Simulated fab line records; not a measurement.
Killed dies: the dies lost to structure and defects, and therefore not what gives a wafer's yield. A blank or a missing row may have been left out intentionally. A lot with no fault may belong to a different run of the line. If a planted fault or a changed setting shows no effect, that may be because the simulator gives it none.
Matching of chambers    flow nand_harc    NHARC_A_M0_ETCH_34 on rie_diel-09 has 4 sister chambers
The step etches the open film in N2/H2, target depth 40 nm, overetch 12 nm, time 43.94 s. 20 wafers are shown with their chamber, then 10 later ones without.

== WAFERS PAIRED WITH THEIR CHAMBERS ==
wafer   chamber  showerhead_plenum_p_Torr (Torr)  drypump_motor_current_A (A)  rf_vpp_V (V)
L074.2  1        2.05                             5.4                          431.2
L074.3  0        2.14                             5.6                          432.5
L074.5  3        2.08                             6.1                          430.0
L077.1  2        2.14                             5.3                          432.5
L077.2  0        2.14                             5.6                          434.4
L077.5  2        2.14                             5.3                          433.2
L075.1  2        2.14                             5.3                          431.9
L075.4  3        2.08                             6.2                          431.7
L075.6  2        2.14                             5.3                          431.4
L080.2  1        2.05                             5.4                          430.9
L080.3  3        2.08                             6.1                          431.4
L080.5  2        2.13                             5.3                          432.7
L087.1  0        2.14                             5.6                          433.6
L087.2  1        2.05                             5.4                          430.7
L087.6  1        2.05                             5.4                          432.1
L090.1  0        2.14                             5.6                          433.0
L090.3  3        2.08                             6.1                          431.9
L090.4  0        2.14                             5.6                          435.5
L091.1  1        2.05                             5.4                          431.2
L091.2  3        2.08                             6.1                          431.7

SIGNATURES (averages over the wafers above)
reading                   chamber 0  chamber 1  chamber 2  chamber 3  scatter within a chamber
showerhead_plenum_p_Torr  2.1400     2.0500     2.1380     2.0800     0.00224
drypump_motor_current_A   5.600      5.400      5.300      6.120      0.0224
rf_vpp_V                  433.800    431.220    432.340    431.340    0.833
Rule: a wafer's distance from a chamber is the root of the sum, over the readings, of the square of ((its reading less the chamber's mean) divided by the reading's scatter). If the next closest chamber is less than 2 further off than the closest, the wafer can't be placed; otherwise it belongs to the closest. How the scatter is found: for the shown wafers, subtract from each reading the mean of its chamber, square and add these, divide the total by (wafers less chambers), then take the root.

== WAFERS WITH NO CHAMBER GIVEN ==
wafer   showerhead_plenum_p_Torr (Torr)  drypump_motor_current_A (A)  rf_vpp_V (V)
L091.3  2.13                             5.3                          434.0
L091.4  2.14                             5.6                          433.4
L091.5  2.13                             5.3                          432.8
L091.6  2.08                             6.1                          432.9
L096.1  2.05                             5.4                          430.9
L096.5  2.08                             6.1                          431.4
L096.6  2.14                             5.6                          434.4
L097.1  2.14                             5.6                          434.0
L097.3  2.13                             5.3                          434.0
L097.4  2.08                             6.1                          431.2

== WHICH CHAMBER EACH ONE RAN IN ==
wafer   from the rows above  in truth
L091.3  2                    2
L091.4  0                    0
L091.5  2                    2
L091.6  3                    3
L096.1  1                    1
L096.5  3                    3
L096.6  0                    0
L097.1  0                    0
L097.3  2                    2
L097.4  3                    3
Placed correctly: 10 of 10. Left unplaced by these rows: 0. 0 placed wrongly.
